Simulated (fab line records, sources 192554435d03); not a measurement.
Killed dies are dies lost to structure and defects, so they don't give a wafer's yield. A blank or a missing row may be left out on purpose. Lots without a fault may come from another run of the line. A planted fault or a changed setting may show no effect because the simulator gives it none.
Split-lot experiment | flow n5_finfet | 7 lots, 21 wafers read, on a route of 1938 steps

THE SPLIT
At N5_BEOL_M13_COAT_04 (resist thk 400 nm), the setting spin_rpm was moved away from the recipe's 1625 rpm on 8 of the 21 wafers read, by -10.5% to +11.0%. The other wafers ran this setting at the recipe's value.

The reading is taken at the split's own step.

THE READING
coat_of_BEOL_M13_COAT_04.thk_nm (the simulator's own value, which no gauge read), in nm, at N5_BEOL_M13_COAT_04 (resist thk 400 nm). The file gives no usual value for it. The 13 wafers here that ran the recipe average 400.4 nm, standard deviation 1 nm.

wafer  | tool, chamber at the split | spin_rpm as run, rpm | against the recipe | coat_of_BEOL_M13_COAT_04.thk_nm, nm | against lot-mates on the recipe
L078.2 | litho_track-04, 0          | 1625                 | recipe             | 401.8                               | -
L078.4 | litho_track-04, 0          | 1625                 | recipe             | 402.4                               | -
L078.6 | litho_track-04, 0          | 1625                 | recipe             | 401.2                               | -
L081.2 | litho_track-05, 0          | 1455                 | -10.5%             | 420.6                               | +21.6
L081.3 | litho_track-05, 0          | 1625                 | recipe             | 399                                 | -
L081.4 | litho_track-05, 0          | 1455                 | -10.5%             | 422.2                               | +23.2
L083.2 | litho_track-04, 0          | 1780                 | +9.5%              | 382.4                               | -18.5
L083.4 | litho_track-04, 0          | 1625                 | recipe             | 401.2                               | -
L083.5 | litho_track-04, 0          | 1625                 | recipe             | 400.6                               | -
L085.1 | litho_track-04, 0          | 1625                 | recipe             | 399.8                               | -
L085.2 | litho_track-04, 0          | 1804                 | +11.0%             | 379.6                               | -20.3
L085.3 | litho_track-04, 0          | 1625                 | recipe             | 400                                 | -
L089.1 | litho_track-03, 0          | 1501                 | -7.6%              | 415.2                               | +14.4
L089.3 | litho_track-03, 0          | 1501                 | -7.6%              | 416.8                               | +16.0
L089.5 | litho_track-03, 0          | 1625                 | recipe             | 400.8                               | -
L092.1 | litho_track-03, 0          | 1625                 | recipe             | 399                                 | -
L092.3 | litho_track-03, 0          | 1785                 | +9.8%              | 381                                 | -18.0
L092.6 | litho_track-03, 0          | 1785                 | +9.8%              | 380.4                               | -18.6
L095.3 | litho_track-04, 0          | 1625                 | recipe             | 400.2                               | -
L095.5 | litho_track-04, 0          | 1625                 | recipe             | 399.4                               | -
L095.6 | litho_track-04, 0          | 1625                 | recipe             | 399.8                               | -

THE FIT
A straight line over all 21 wafers: coat_of_BEOL_M13_COAT_04.thk_nm changes by -1.98 nm for each +1% of spin_rpm; r = -1.00; the points scatter about the line by 0.98 nm.
The same after taking each lot's own level away (the mean of its wafers on the recipe; 21 wafers): -1.97 nm for each +1%; r = -1.00; scatter 0.79 nm.
On that fit, the largest move of spin_rpm shifts the reading by 22 nm.
The lots' own levels span 399.00 to 401.80 nm, that is 2.8 times the standard deviation above.
So the lot-to-lot level changes the slope little: the two slopes agree.
Check: with one of the wafers moved furthest among these (+11.0%) left out of the fit, the line predicts -21.6 nm for it against its lot-mates. It came out at -20.3 nm against them.

OTHER SPLITS ON THESE WAFERS
These wafers also went through other splits before the reading. Each is held against what the fit with the lots' levels taken away leaves over:
other split on the same wafers     | wafers away from the commonest value | r with coat_of_BEOL_M13_COAT_04.thk_nm (lot level and that fit taken away)
N5_BEOL_M11_HM_DEP_02 target_thk_a | 8                                    | -0.01
N5_BEOL_M12_COAT_04 spin_rpm       | 3                                    | -0.09
N5_BEOL_M13_ILD_DEP_00 time_s      | 6                                    | +0.05

THE WHOLE CHAIN: every reading that the file lists as answering this split, in the file's order
step                    | what it does                                     | reading                                                                          | change (the file's fit)                                                                 | r (the file's)
N5_BEOL_M13_COAT_04     | resist thk 400 nm                                | coat_of_BEOL_M13_COAT_04.thk_nm (the simulator's own value, which no gauge read) | -1.95 nm for each +1% of the setting                                                    | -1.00
N5_BEOL_M13_VIA_ETCH_16 | etches SiOC in C4F8/O2/Ar, target depth 921.7 nm | coat_of_BEOL_M13_COAT_04.thk_nm (the simulator's own value, which no gauge read) | -1.89 nm for each +1% of the setting, in a fit together with time_s@BEOL_M13_ILD_DEP_00 | 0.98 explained
N5_BEOL_M13_STRIP_63    | strips in N2/H2                                  | strip_time_to_endpoint_s                                                         | withheld for each +1% of the setting, in a fit together with time_s@BEOL_M13_ILD_DEP_00 | 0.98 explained

THE FILE'S OWN FIT
coat_of_BEOL_M13_COAT_04.thk_nm changes by -1.95 nm for each +1% of spin_rpm, r = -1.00.
